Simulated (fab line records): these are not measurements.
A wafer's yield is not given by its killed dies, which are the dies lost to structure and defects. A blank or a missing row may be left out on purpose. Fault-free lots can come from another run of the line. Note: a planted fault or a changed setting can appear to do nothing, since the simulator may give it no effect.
The tool behind it: which one? + flow nandHarc + Sampling: 24 lots, 72 wafers, 6 of 1159 route steps

WHAT THE GAUGES READ, wafer by wafer
NHARC_A_M1_OVL_MEAS_10: pitch 240 nm. Usual: overlayXNm 0.0 nm, standard deviation 0.88; overlayYNm -0.1 nm, standard deviation 0.74.
| lot  | measured     | on         | overlayXNm (nm) | overlayYNm (nm) | flag |
|------|--------------|------------|-----------------|-----------------|------|
| L074 | day 17 18:04 | overlay-02 | -0.4 0.0 0.3    | -1.2 -1.5 -1.1  |      |
| L076 | day 17 20:27 | overlay-01 | -0.7 -1.1 -1.6  | 0.5 -0.3 -0.1   |      |
| L075 | day 17 20:53 | overlay-02 | -1.0 -0.3 -0.1  | -0.1 -0.8 -0.7  |      |
| L077 | day 17 23:41 | overlay-01 | 0.6 0.4 0.4     | -0.5 -0.2 -0.2  |      |
| L079 | day 18 05:31 | overlay-02 | -0.6 -1.0 -1.1  | -0.3 -0.5 -0.1  |      |
| L078 | day 18 17:07 | overlay-02 | 0.0 0.2 -0.1    | -0.1 0.0 -0.5   |      |
| L080 | day 18 22:01 | overlay-01 | 0.4 0.3 1.1     | 1.0 0.7 0.6     |      |
| L081 | day 19 08:40 | overlay-02 | -1.0 -0.9 -1.3  | 0.0 -0.3 -0.3   |      |
| L082 | day 19 21:19 | overlay-01 | -1.7 -1.9 -1.5  | 1.5 1.5 1.8     |      |
| L084 | day 20 03:50 | overlay-01 | 0.5 0.5 0.7     | -0.8 -0.7 -0.7  |      |
| L083 | day 20 04:00 | overlay-02 | -0.5 -0.4 -0.2  | -0.8 -1.1 -0.7  |      |
| L088 | day 20 08:28 | overlay-02 | 1.1 0.9 0.9     | 0.7 0.9 0.2     |      |
| L087 | day 20 09:11 | overlay-01 | -0.8 -0.7 -1.1  | -0.1 0.0 -0.9   |      |
| L086 | day 20 11:37 | overlay-01 | 0.3 0.9 0.4     | 1.0 1.1 1.2     |      |
| L085 | day 20 22:31 | overlay-01 | -1.3 -1.0 -1.7  | -0.3 -0.3 -0.3  |      |
| L089 | day 20 22:22 | overlay-02 | -1.1 -1.1 -1.0  | -0.2 -0.1 0.1   |      |
| L091 | day 21 16:37 | overlay-01 | -1.4 -1.2 -0.9  | 0.8 0.5 0.7     |      |
| L090 | day 21 21:01 | overlay-01 | -0.2 0.8 0.1    | 0.3 0.5 0.2     |      |
| L093 | day 22 07:35 | overlay-02 | 0.9 0.5 1.1     | 0.0 0.6 0.1     |      |
| L092 | day 22 08:09 | overlay-02 | 0.7 1.3 0.7     | -1.4 -1.2 -1.2  |      |
| L094 | day 22 14:11 | overlay-02 | 0.7 1.1 0.8     | -0.1 0.5 -0.3   |      |
| L097 | day 23 06:41 | overlay-02 | 1.8 1.5 1.1     | -0.2 -0.4 -0.5  |      |
| L095 | day 24 00:11 | overlay-01 | 0.1 0.7 0.6     | 0.6 1.1 1.3     |      |
| L096 | day 24 07:42 | overlay-01 | 0.9 1.1 0.8     | -0.3 -0.4 -0.6  |      |

WHAT TOOL EACH LOT RAN ON (gives the tool, then ch and the chambers of the sampled wafers, and finally the start)
| lot  | NHARC_A_CONTACT_ETCH_91           | NHARC_A_CONTACT_STRIP_82                     | NHARC_A_BLC_DEGAS_30        | NHARC_A_M0_ETCH_15                           | NHARC_A_M0_PRE_CLEAN_31         |
|------|-----------------------------------|----------------------------------------------|-----------------------------|----------------------------------------------|---------------------------------|
| L074 | rieDiel-06 ch 1,2,3, day 16 19:07 | rieDiel-08 ch 0,2,3, day 17 09:50 or earlier | pvdSputter-03, day 17 09:50 | rieDiel-01 ch 0,1, day 17 16:41 or earlier   | pecvd-04 ch 0,1, day 17 16:41   |
| L076 | rieDiel-06 ch 1,3, day 16 20:44   | rieDiel-08 ch 0,3, day 17 13:49 or earlier   | pvdSputter-01, day 17 13:49 | rieDiel-11 ch 0,1, day 17 19:04 or earlier   | pecvd-02 ch 1,2, day 17 19:04   |
| L075 | rieDiel-06 ch 1,3, day 16 21:08   | rieDiel-08 ch 1,3, day 17 14:30 or earlier   | pvdSputter-03, day 17 14:30 | rieDiel-01 ch 1,2,3, day 17 19:37 or earlier | pecvd-03 ch 1,2, day 17 19:37   |
| L077 | rieDiel-08 ch 1,2, day 17 06:30   | rieDiel-04 ch 0,2,3, day 17 17:07 or earlier | pvdSputter-01, day 17 17:07 | rieDiel-11 ch 1,3, day 17 22:15 or earlier   | pecvd-02 ch 0,2, day 17 22:15   |
| L079 | rieDiel-04 ch 0,1,2, day 17 12:58 | rieDiel-08 ch 1,2, day 17 23:13 or earlier   | pvdSputter-02, day 17 23:13 | rieDiel-01 ch 2,3, day 18 04:13 or earlier   | pecvd-04 ch 1,2, day 18 04:13   |
| L078 | rieDiel-04 ch 0,1,3, day 17 16:40 | rieDiel-06 ch 0,1,3, day 18 05:22 or earlier | pvdSputter-01, day 18 05:22 | rieDiel-11 ch 0,1,2, day 18 15:43 or earlier | pecvd-04 ch 1,2, day 18 15:43   |
| L080 | rieDiel-04 ch 0,2,3, day 17 22:56 | rieDiel-04 ch 2,3, day 18 14:50 or earlier   | pvdSputter-02, day 18 14:50 | rieDiel-11 ch 1,2,3, day 18 20:34 or earlier | pecvd-04 ch 1,2, day 18 20:34   |
| L081 | rieDiel-04 ch 0,1,3, day 18 10:43 | rieDiel-08 ch 0,1,3, day 19 00:38 or earlier | pvdSputter-02, day 19 00:38 | rieDiel-01 ch 2,3, day 19 07:16 or earlier   | pecvd-04 ch 0,1,2, day 19 07:16 |
| L082 | rieDiel-04 ch 1,2, day 18 22:55   | rieDiel-08 ch 1,2,3, day 19 14:55 or earlier | pvdSputter-01, day 19 14:55 | rieDiel-11 ch 0,1,2, day 19 19:55 or earlier | pecvd-02 ch 0,1,2, day 19 19:55 |
| L084 | rieDiel-08 ch 0,1,2, day 19 02:46 | rieDiel-08 ch 0,2,3, day 19 18:10 or earlier | pvdSputter-03, day 19 18:10 | rieDiel-07 ch 0,1,3, day 20 02:26 or earlier | pecvd-03 ch 0,1, day 20 02:26   |
| L083 | rieDiel-04 ch 1,2, day 19 04:16   | rieDiel-08 ch 0,3, day 19 18:28 or earlier   | pvdSputter-01, day 19 18:28 | rieDiel-11 ch 0,1,3, day 20 02:38 or earlier | pecvd-02 ch 0,1,2, day 20 02:38 |
| L088 | rieDiel-08 ch 0,1,3, day 19 12:58 | rieDiel-04 ch 0,1,3, day 20 01:59 or earlier | pvdSputter-02, day 20 01:59 | rieDiel-07 ch 0,2, day 20 07:04 or earlier   | pecvd-03 ch 1,2, day 20 07:04   |
| L087 | rieDiel-08 ch 0,1,3, day 19 13:18 | rieDiel-08 ch 0,1,3, day 20 02:44 or earlier | pvdSputter-01, day 20 02:44 | rieDiel-11 ch 0,2,3, day 20 07:47 or earlier | pecvd-04 ch 0,1, day 20 07:47   |
| L086 | rieDiel-06 ch 1,2, day 19 17:19   | rieDiel-06 ch 2,3, day 20 05:10 or earlier   | pvdSputter-02, day 20 05:10 | rieDiel-11 ch 1,2,3, day 20 10:12 or earlier | pecvd-04 ch 0,2, day 20 10:12   |
| L085 | rieDiel-04 ch 1,2,3, day 20 03:25 | rieDiel-04 ch 0,2,3, day 20 15:59 or earlier | pvdSputter-01, day 20 15:59 | rieDiel-01 ch 0,1,3, day 20 21:06 or earlier | pecvd-04 ch 0,1,2, day 20 21:06 |
| L089 | rieDiel-04 ch 0,1,3, day 20 03:32 | rieDiel-04 ch 2,3, day 20 15:38 or earlier   | pvdSputter-03, day 20 15:38 | rieDiel-07 ch 0,2,3, day 20 20:43 or earlier | pecvd-04 ch 1,2, day 20 20:43   |
| L091 | rieDiel-08 ch 2,3, day 20 12:52   | rieDiel-08 ch 0,3, day 20 23:35 or earlier   | pvdSputter-03, day 20 23:35 | rieDiel-07 ch 1,2,3, day 21 15:15 or earlier | pecvd-03 ch 0,1, day 21 15:15   |
| L090 | rieDiel-08 ch 0,1,3, day 20 16:58 | rieDiel-08 ch 1,2, day 21 14:34 or earlier   | pvdSputter-03, day 21 14:34 | rieDiel-07 ch 1,2, day 21 19:37 or earlier   | pecvd-04 ch 0,2, day 21 19:37   |
| L093 | rieDiel-04 ch 0,1, day 21 06:59   | rieDiel-06 ch 0,1, day 21 22:23 or earlier   | pvdSputter-03, day 21 22:23 | rieDiel-01 ch 0,3, day 22 06:08 or earlier   | pecvd-03 ch 0,1,2, day 22 06:08 |
| L092 | rieDiel-04 ch 0,1,3, day 21 07:16 | rieDiel-04 ch 0,1, day 21 23:13 or earlier   | pvdSputter-02, day 21 23:13 | rieDiel-07 ch 0,1,3, day 22 06:44 or earlier | pecvd-04 ch 0,1, day 22 06:44   |
| L094 | rieDiel-08 ch 0,1,3, day 21 17:59 | rieDiel-08 ch 0,2,3, day 22 07:02 or earlier | pvdSputter-02, day 22 07:02 | rieDiel-11 ch 0,2,3, day 22 12:54 or earlier | pecvd-04 ch 0,1,2, day 22 12:54 |
| L097 | rieDiel-08 ch 0,1, day 22 10:05   | rieDiel-08 ch 0,2, day 22 21:40 or earlier   | pvdSputter-01, day 22 21:40 | rieDiel-11 ch 0,1,3, day 23 05:18 or earlier | pecvd-02 ch 0,1,2, day 23 05:18 |
| L095 | rieDiel-08 ch 2,3, day 23 01:32   | rieDiel-04 ch 1,2,3, day 23 16:32 or earlier | pvdSputter-01, day 23 16:32 | rieDiel-07 ch 0,3, day 23 22:46 or earlier   | pecvd-03 ch 0,1, day 23 22:46   |
| L096 | rieDiel-08 ch 0,1,2, day 23 07:10 | rieDiel-08 ch 1,2,3, day 23 21:21 or earlier | pvdSputter-02, day 23 21:21 | rieDiel-11 ch 0,1,3, day 24 06:19 or earlier | pecvd-02 ch 1,2, day 24 06:19   |
- NHARC_A_CONTACT_ETCH_91: etches the open film in CH3F/O2, target depth 40 nm, time 85.7 s.
- NHARC_A_CONTACT_STRIP_82: strips in O2.
- NHARC_A_BLC_DEGAS_30: time 60 s.
- NHARC_A_M0_ETCH_15: etches the open film in C4F8/Ar, target depth 150 nm, overetch 15 nm, time 82.5 s.
- NHARC_A_M0_PRE_CLEAN_31: time 12 s.

WHAT THE TOOLS THEMSELVES READ (means of the sampled wafers that have a number; where no wafer has one, the mark that the record gives instead)
NHARC_A_CONTACT_ETCH_91. Usual: drypumpMotorCurrentA 5.8 A, standard deviation 0.4; oesProductAu 0.935 a.u., standard deviation 0.026; rfVppV 244.3 V, standard deviation 1.7; showerheadPlenumPTorr 2.45 Torr, standard deviation 0.11; throttleValvePct 20.664 %, standard deviation 0.0088.
| lot  | tool       | drypumpMotorCurrentA (A) | oesProductAu (a.u.) | rfVppV (V) | showerheadPlenumPTorr (Torr) | throttleValvePct (%) | flag |
|------|------------|--------------------------|---------------------|------------|------------------------------|----------------------|------|
| L074 | rieDiel-06 | 5.9                      | 0.927               | 243.2      | 2.38                         | 20.658               |      |
| L076 | rieDiel-06 | 6.1                      | 0.929               | 244.0      | 2.38                         | 20.668               |      |
| L075 | rieDiel-06 | 5.9                      | 0.925               | 244.4      | 2.46                         | 20.670               |      |
| L077 | rieDiel-08 | 5.7                      | 0.918               | 244.3      | 2.47                         | 20.666               |      |
| L079 | rieDiel-04 | 5.6                      | 0.956               | 245.3      | 2.51                         | 20.672               |      |
| L078 | rieDiel-04 | 5.7                      | 0.921               | 245.3      | 2.48                         | 20.669               |      |
| L080 | rieDiel-04 | 5.8                      | 0.925               | 246.2      | 2.55                         | 20.671               |      |
| L081 | rieDiel-04 | 5.7                      | 0.918               | 244.4      | 2.48                         | 20.661               |      |
| L082 | rieDiel-04 | 5.6                      | 0.919               | 245.6      | 2.55                         | 20.664               |      |
| L084 | rieDiel-08 | 5.8                      | 0.923               | 244.5      | 2.46                         | 20.674               |      |
| L083 | rieDiel-04 | 5.6                      | 0.924               | 245.8      | 2.55                         | 20.666               |      |
| L088 | rieDiel-08 | 6.2                      | 0.994               | 243.0      | 2.37                         | 20.669               |      |
| L087 | rieDiel-08 | 6.2                      | 0.990               | 243.2      | 2.37                         | 20.653               |      |
| L086 | rieDiel-06 | 6.0                      | 0.935               | 241.7      | 2.30                         | 20.655               |      |
| L085 | rieDiel-04 | 5.7                      | 0.923               | 244.5      | 2.51                         | 20.660               |      |
| L089 | rieDiel-04 | 5.7                      | 0.924               | 244.7      | 2.47                         | 20.669               |      |
| L091 | rieDiel-08 | 5.8                      | 0.920               | 244.0      | 2.42                         | 20.663               |      |
| L090 | rieDiel-08 | 6.2                      | 0.927               | 243.4      | 2.37                         | 20.671               |      |
| L093 | rieDiel-04 | 5.6                      | 0.991               | 244.8      | 2.47                         | 20.667               |      |
| L092 | rieDiel-04 | 5.7                      | 0.917               | 245.2      | 2.47                         | 20.659               |      |
| L094 | rieDiel-08 | 6.2                      | 0.925               | 243.1      | 2.37                         | 20.661               |      |
| L097 | rieDiel-08 | 6.3                      | 0.935               | 242.5      | 2.37                         | 20.666               |      |
| L095 | rieDiel-08 | 5.3                      | 0.938               | 245.1      | 2.51                         | 20.660               |      |
| L096 | rieDiel-08 | 5.8                      | 0.931               | 244.1      | 2.45                         | 20.658               |      |

NHARC_A_CONTACT_STRIP_82. Usual: drypumpMotorCurrentA 5.8 A, standard deviation 0.46; oesProductAu 0.998 a.u., standard deviation 0.011; rfVppV 57.7 V, standard deviation 0.88; showerheadPlenumPTorr 3.52 Torr, standard deviation 0.15; throttleValvePct 17.034 %, standard deviation 0.0078.
| lot  | tool       | drypumpMotorCurrentA (A) | oesProductAu (a.u.) | rfVppV (V) | showerheadPlenumPTorr (Torr) | throttleValvePct (%) | flag |
|------|------------|--------------------------|---------------------|------------|------------------------------|----------------------|------|
| L074 | rieDiel-08 | 5.8                      | 1.003               | 57.1       | 3.50                         | 17.035               |      |
| L076 | rieDiel-08 | 6.3                      | 1.006               | 57.8       | 3.40                         | 17.038               |      |
| L075 | rieDiel-08 | 6.2                      | 0.992               | 58.1       | 3.42                         | 17.044               |      |
| L077 | rieDiel-04 | 5.8                      | 1.007               | 57.9       | 3.66                         | 17.043               |      |
| L079 | rieDiel-08 | 5.7                      | 0.987               | 57.6       | 3.53                         | 17.037               |      |
| L078 | rieDiel-06 | 5.9                      | 0.999               | 57.1       | 3.41                         | 17.034               |      |
| L080 | rieDiel-04 | 5.8                      | 0.988               | 57.7       | 3.66                         | 17.034               |      |
| L081 | rieDiel-08 | 6.2                      | 0.996               | 58.0       | 3.41                         | 17.027               |      |
| L082 | rieDiel-08 | 5.7                      | 0.993               | 57.6       | 3.51                         | 17.026               |      |
| L084 | rieDiel-08 | 5.8                      | 1.004               | 58.1       | 3.50                         | 17.035               |      |
| L083 | rieDiel-08 | 6.2                      | 1.005               | 57.3       | 3.38                         | 17.036               |      |
| L088 | rieDiel-04 | 5.7                      | 0.992               | 57.9       | 3.55                         | 17.034               |      |
| L087 | rieDiel-08 | 6.2                      | 1.000               | 57.4       | 3.40                         | 17.037               |      |
| L086 | rieDiel-06 | 5.8                      | 1.000               | 57.1       | 3.51                         | 17.032               |      |
| L085 | rieDiel-04 | 5.8                      | 0.994               | 58.6       | 3.65                         | 17.035               |      |
| L089 | rieDiel-04 | 5.7                      | 0.997               | 58.4       | 3.70                         | 17.033               |      |
| L091 | rieDiel-08 | 6.3                      | 0.998               | 58.0       | 3.39                         | 17.036               |      |
| L090 | rieDiel-08 | 5.3                      | 0.990               | 57.8       | 3.62                         | 17.034               |      |
| L093 | rieDiel-06 | 5.8                      | 1.000               | 57.8       | 3.63                         | 17.035               |      |
| L092 | rieDiel-04 | 5.6                      | 0.989               | 57.6       | 3.54                         | 17.038               |      |
| L094 | rieDiel-08 | 5.8                      | 1.001               | 57.9       | 3.49                         | 17.040               |      |
| L097 | rieDiel-08 | 5.8                      | 1.010               | 57.8       | 3.50                         | 17.037               |      |
| L095 | rieDiel-04 | 5.7                      | 0.999               | 58.7       | 3.59                         | 17.032               |      |
| L096 | rieDiel-08 | 5.8                      | 1.008               | 57.6       | 3.50                         | 17.028               |      |

NHARC_A_BLC_DEGAS_30. Usual: heaterPowerW reads 487 W (standard deviation 53).
| lot  | tool          | heaterPowerW (W) | flag |
|------|---------------|------------------|------|
| L074 | pvdSputter-03 | 494              |      |
| L076 | pvdSputter-01 | 524              |      |
| L075 | pvdSputter-03 | 505              |      |
| L077 | pvdSputter-01 | 465              |      |
| L079 | pvdSputter-02 | 497              |      |
| L078 | pvdSputter-01 | 474              |      |
| L080 | pvdSputter-02 | 474              |      |
| L081 | pvdSputter-02 | 495              |      |
| L082 | pvdSputter-01 | 467              |      |
| L084 | pvdSputter-03 | 509              |      |
| L083 | pvdSputter-01 | 538              |      |
| L088 | pvdSputter-02 | 502              |      |
| L087 | pvdSputter-01 | 467              |      |
| L086 | pvdSputter-02 | 455              |      |
| L085 | pvdSputter-01 | 503              |      |
| L089 | pvdSputter-03 | 528              |      |
| L091 | pvdSputter-03 | 493              |      |
| L090 | pvdSputter-03 | 473              |      |
| L093 | pvdSputter-03 | 468              |      |
| L092 | pvdSputter-02 | 489              |      |
| L094 | pvdSputter-02 | 443              |      |
| L097 | pvdSputter-01 | 482              |      |
| L095 | pvdSputter-01 | 439              |      |
| L096 | pvdSputter-02 | 459              |      |

NHARC_A_M0_ETCH_15. Usual: oesProductAu 0.949 a.u., standard deviation 0.021; rfVppV 440.2 V, standard deviation 2.6.
| lot  | tool       | oesProductAu (a.u.) | rfVppV (V) | flag |
|------|------------|---------------------|------------|------|
| L074 | rieDiel-01 | 0.930               | 440.6      |      |
| L076 | rieDiel-11 | 0.926               | 442.1      |      |
| L075 | rieDiel-01 | 0.960               | 439.4      |      |
| L077 | rieDiel-11 | 0.969               | 441.1      |      |
| L079 | rieDiel-01 | 0.925               | 438.8      |      |
| L078 | rieDiel-11 | 0.971               | 441.9      |      |
| L080 | rieDiel-11 | 0.952               | 442.6      |      |
| L081 | rieDiel-01 | 0.960               | 439.7      |      |
| L082 | rieDiel-11 | 0.921               | 442.2      |      |
| L084 | rieDiel-07 | 0.969               | 438.2      |      |
| L083 | rieDiel-11 | 0.923               | 440.8      |      |
| L088 | rieDiel-07 | 0.965               | 442.0      |      |
| L087 | rieDiel-11 | 0.925               | 439.4      |      |
| L086 | rieDiel-11 | 0.920               | 442.6      |      |
| L085 | rieDiel-01 | 0.950               | 439.1      |      |
| L089 | rieDiel-07 | 0.964               | 439.8      |      |
| L091 | rieDiel-07 | 0.955               | 438.0      |      |
| L090 | rieDiel-07 | 0.961               | 438.4      |      |
| L093 | rieDiel-01 | 0.983               | 439.2      |      |
| L092 | rieDiel-07 | 0.962               | 438.9      |      |
| L094 | rieDiel-11 | 0.928               | 439.5      |      |
| L097 | rieDiel-11 | 0.917               | 440.8      |      |
| L095 | rieDiel-07 | 0.959               | 441.5      |      |
| L096 | rieDiel-11 | 0.960               | 440.9      |      |

NHARC_A_M0_PRE_CLEAN_31. Usual: heaterPowerW reads 637 W (standard deviation 87).
| lot  | tool     | heaterPowerW (W) | flag |
|------|----------|------------------|------|
| L074 | pecvd-04 | 564              |      |
| L076 | pecvd-02 | 702              |      |
| L075 | pecvd-03 | 676              |      |
| L077 | pecvd-02 | 794              |      |
| L079 | pecvd-04 | 541              |      |
| L078 | pecvd-04 | 596              |      |
| L080 | pecvd-04 | 575              |      |
| L081 | pecvd-04 | 615              |      |
| L082 | pecvd-02 | 739              |      |
| L084 | pecvd-03 | 634              |      |
| L083 | pecvd-02 | 677              |      |
| L088 | pecvd-03 | 694              |      |
| L087 | pecvd-04 | 611              |      |
| L086 | pecvd-04 | 621              |      |
| L085 | pecvd-04 | 615              |      |
| L089 | pecvd-04 | 527              |      |
| L091 | pecvd-03 | 665              |      |
| L090 | pecvd-04 | 637              |      |
| L093 | pecvd-03 | 608              |      |
| L092 | pecvd-04 | 651              |      |
| L094 | pecvd-04 | 598              |      |
| L097 | pecvd-02 | 709              |      |
| L095 | pecvd-03 | 630              |      |
| L096 | pecvd-02 | 670              |      |

THE ANSWER, worked out from the rows above alone
Rule: a lot counts as off when the mean over its wafers that have a number is more than 3 standard deviations away from the usual mean. Also off: a lot with no number at a reading for which 4 or more lots have one. The other lots that the step has rows for count as sound. First the gauges in route order, then the tools' own readings, where a lot's mean is used as printed above. The first step at which some lot is off is used, and at that step the reading that is off furthest; a lot without a number counts as furthest.
None of the lots is off at any reading shown; this tells nothing.

WHAT THE SIMULATOR HAD INSERTED
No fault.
